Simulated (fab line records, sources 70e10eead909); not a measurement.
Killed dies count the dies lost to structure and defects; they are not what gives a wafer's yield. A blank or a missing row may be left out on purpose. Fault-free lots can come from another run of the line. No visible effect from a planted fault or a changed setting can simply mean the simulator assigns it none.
Which tool was responsible?	flow nand-harc	14 lots, 42 wafers sampled, at 5 steps of a route of 1302

WHAT THE GAUGES READ, wafer by wafer
NHARC_P_GATE_INSPECT_68. Usual: raw-defect-count 205, standard deviation 100.
lot	measured	on	raw-defect-count	flag
L378	day 6 05:49	defect-inspect-01	110 137 135	
L380	day 7 01:09	defect-inspect-01	318 83 124	
L382	day 7 14:19	defect-inspect-02	166 143 179	
L383	day 8 03:12	defect-inspect-01	173 361 244	
L385	day 8 15:53	defect-inspect-01	240 164 429	
L393	day 11 23:00	defect-inspect-01	277 145 132	
L394	day 12 15:04	defect-inspect-02	318 472 656	
L395	day 13 01:06	defect-inspect-01	197 152 149	
L396	day 13 21:36	defect-inspect-01	68 148 83	
L397	day 14 01:52	defect-inspect-01	236 214 188	
L398	day 14 05:27	defect-inspect-02	219 213 179	
L399	day 14 20:33	defect-inspect-01	449 427 221	
L400	day 15 00:54	defect-inspect-02	145 118 184	
L401	day 15 05:28	defect-inspect-01	210 143 135	

NHARC_END_SORT_01. Usual: killed-at-array 47, standard deviation 18; killed-at-other 0.9, standard deviation 1.1; killed-at-periphery 4, standard deviation 3.1; killed-dies 52, standard deviation 18; killed-open 3.1, standard deviation 1.5; killed-short 2.4, standard deviation 1.5.
lot	measured	on	killed-at-array	killed-at-other	killed-at-periphery	killed-dies	killed-open	killed-short	flag
L393	day 30 15:35	prober-02	53 40 69	0 1 0	624 636 608	677 677 677	7 1 4	6 2 2	OFF
L394	day 30 18:03	prober-01	47 30 48	0 2 1	630 645 628	677 677 677	4 1 3	3 2 2	OFF
L395	day 31 01:01	prober-02	48 51 71	0 2 0	629 624 606	677 677 677	2 3 2	2 1 3	OFF

TOOL THAT RAN EACH LOT (tool first, then ch and the chambers of the sampled wafers, then the start)
lot	NHARC_P_GATE_STRIP_111	NHARC_P_GATE_RTA_64	NHARC_P_CONTACT_DEP_30
L378	plasma-asher-01 ch 0,1, day 5 23:55	rtp-anneal-02 ch 0, day 6 04:22	pecvd-01 ch 0,2, day 6 05:56
L380	plasma-asher-01 ch 0,1, day 6 19:06	rtp-anneal-01 ch 0, day 6 23:52	pecvd-02 ch 0,1,2, day 7 01:13
L382	plasma-asher-02 ch 0,1, day 7 06:07	rtp-anneal-01 ch 0, day 7 13:01	pecvd-01 ch 0,1,2, day 7 14:27
L383	plasma-asher-02 ch 0,1, day 7 20:56	rtp-anneal-01 ch 0, day 8 01:44	pecvd-01 ch 0,1,2, day 8 03:18
L385	plasma-asher-01 ch 0,1, day 8 09:44	rtp-anneal-01 ch 0, day 8 14:39	pecvd-02 ch 1,2, day 8 15:57
L393	plasma-asher-01 ch 0,1, day 11 17:10	rtp-anneal-02, day 11 21:44	-
L394	plasma-asher-02 ch 0,1, day 12 09:12	rtp-anneal-01, day 12 13:46	-
L395	plasma-asher-02 ch 0,1, day 12 19:09	rtp-anneal-02, day 12 23:50	-
L396	plasma-asher-02 ch 0,1, day 13 15:37	rtp-anneal-01 ch 0, day 13 20:20	pecvd-01 ch 0,1, day 13 21:40
L397	plasma-asher-02 ch 0, day 13 19:43	rtp-anneal-01 ch 0, day 14 00:35	pecvd-03 ch 0,1,2, day 14 02:00
L398	plasma-asher-01 ch 0,1, day 13 23:32	rtp-anneal-01 ch 0, day 14 04:11	pecvd-03 ch 0,1,2, day 14 05:35
L399	plasma-asher-02 ch 0,1, day 14 14:35	rtp-anneal-01 ch 0, day 14 19:17	pecvd-01 ch 0,2, day 14 20:42
L400	plasma-asher-02 ch 0,1, day 14 18:56	rtp-anneal-02 ch 0, day 14 23:40	pecvd-02 ch 1,2, day 15 01:00
L401	plasma-asher-01 ch 0,1, day 14 23:32	rtp-anneal-02 ch 0, day 15 04:13	pecvd-03 ch 0, day 15 05:35
- NHARC_P_GATE_STRIP_111: strips in N2/H2, time 250 s.
- NHARC_P_GATE_RTA_64: time 1 s.
- NHARC_P_CONTACT_DEP_30: deposits SiNx, target thk 30 nm.

AS READ BY THE TOOLS THEMSELVES (means over the sampled wafers that have a number; for cases with no such wafer, the mark the record gives instead)
NHARC_P_GATE_STRIP_111. Usual: drypump-motor-current-A 5.67 A, standard deviation 0.18; heater-power-w 83 W, standard deviation 6.4.
lot	tool	drypump-motor-current-A (A)	heater-power-w (W)	flag
L378	plasma-asher-01	5.63	78	
L380	plasma-asher-01	5.62	79	
L382	plasma-asher-02	5.77	87	
L383	plasma-asher-02	5.64	82	
L385	plasma-asher-01	5.62	81	
L393	plasma-asher-01	5.61	80	
L394	plasma-asher-02	5.63	79	
L395	plasma-asher-02	5.78	82	
L396	plasma-asher-02	5.62	78	
L397	plasma-asher-02	5.48	76	
L398	plasma-asher-01	5.64	80	
L399	plasma-asher-02	5.77	83	
L400	plasma-asher-02	5.63	80	
L401	plasma-asher-01	5.61	86	

NHARC_P_GATE_RTA_64. Usual: anneal-temp-c-max 1054.1, standard deviation 1.4; lamp-power-pct 39.2 %, standard deviation 2.5; lamp_zone_5_pct 39.2 %, standard deviation 2.4; wafer_temp_C_max 1055.5, standard deviation 1.1.
lot	tool	anneal-temp-c-max	lamp-power-pct (%)	lamp_zone_5_pct (%)	wafer_temp_C_max	flag
L378	rtp-anneal-02	1054.5	42.1	42.1	1056.6	
L380	rtp-anneal-01	1052.9	37.1	37.1	1055.0	
L382	rtp-anneal-01	1053.2	37.1	37.2	1054.6	
L383	rtp-anneal-01	1053.0	37.1	37.1	1055.3	
L385	rtp-anneal-01	1053.1	37.2	37.2	1055.2	
L393	rtp-anneal-02	-	-	-	-	OFF
L394	rtp-anneal-01	-	-	-	-	OFF
L395	rtp-anneal-02	-	-	-	-	OFF
L396	rtp-anneal-01	1052.2	37.2	37.2	1055.8	
L397	rtp-anneal-01	1053.1	37.2	37.2	1055.2	
L398	rtp-anneal-01	1053.2	37.2	37.2	1055.7	
L399	rtp-anneal-01	1052.9	37.2	37.2	1054.6	
L400	rtp-anneal-02	1055.7	42.1	42.2	1055.7	
L401	rtp-anneal-02	1055.1	42.1	42.1	1054.8	

NHARC_P_CONTACT_DEP_30. Usual: heater-power-w 696 W, standard deviation 110.
lot	tool	heater-power-w (W)	flag
L378	pecvd-01	548	
L380	pecvd-02	737	
L382	pecvd-01	667	
L383	pecvd-01	683	
L385	pecvd-02	777	
L396	pecvd-01	723	
L397	pecvd-03	724	
L398	pecvd-03	698	
L399	pecvd-01	618	
L400	pecvd-02	778	
L401	pecvd-03	623	

THE ANSWER, worked out from the rows above alone
Rule: a lot is off if the mean of its wafers that have a number lies more than 3 standard deviations from the usual mean. A lot without any number at a reading at which 4 lots or more have one is off too. Where the step has rows for the other lots, those lots are counted as sound. After the gauges, taken in route order, come the tools' own readings; for these a lot's mean is taken, as printed above. At the first step where some lot is off, the reading lying furthest off is the one used; lots without a number count as furthest.
Off, at NHARC_END_SORT_01 on killed-at-periphery: L393, L394, L395. Neither off nor sound, because the step has no rows for them: L378, L380, L382, L383, L385, L396, L397, L398, L399, L400, L401.
If a tool, at a process step before that reading, ran all the lots that are off and no sound lot after the first of them, it fits. The gauges at NHARC_END_SORT_01 aren't tried: what is off there is off at NHARC_P_GATE_RTA_64 too, on other tools, and a gauge's error can't cause that. None of those tried fits.

WHAT THE SIMULATOR HAD PUT IN
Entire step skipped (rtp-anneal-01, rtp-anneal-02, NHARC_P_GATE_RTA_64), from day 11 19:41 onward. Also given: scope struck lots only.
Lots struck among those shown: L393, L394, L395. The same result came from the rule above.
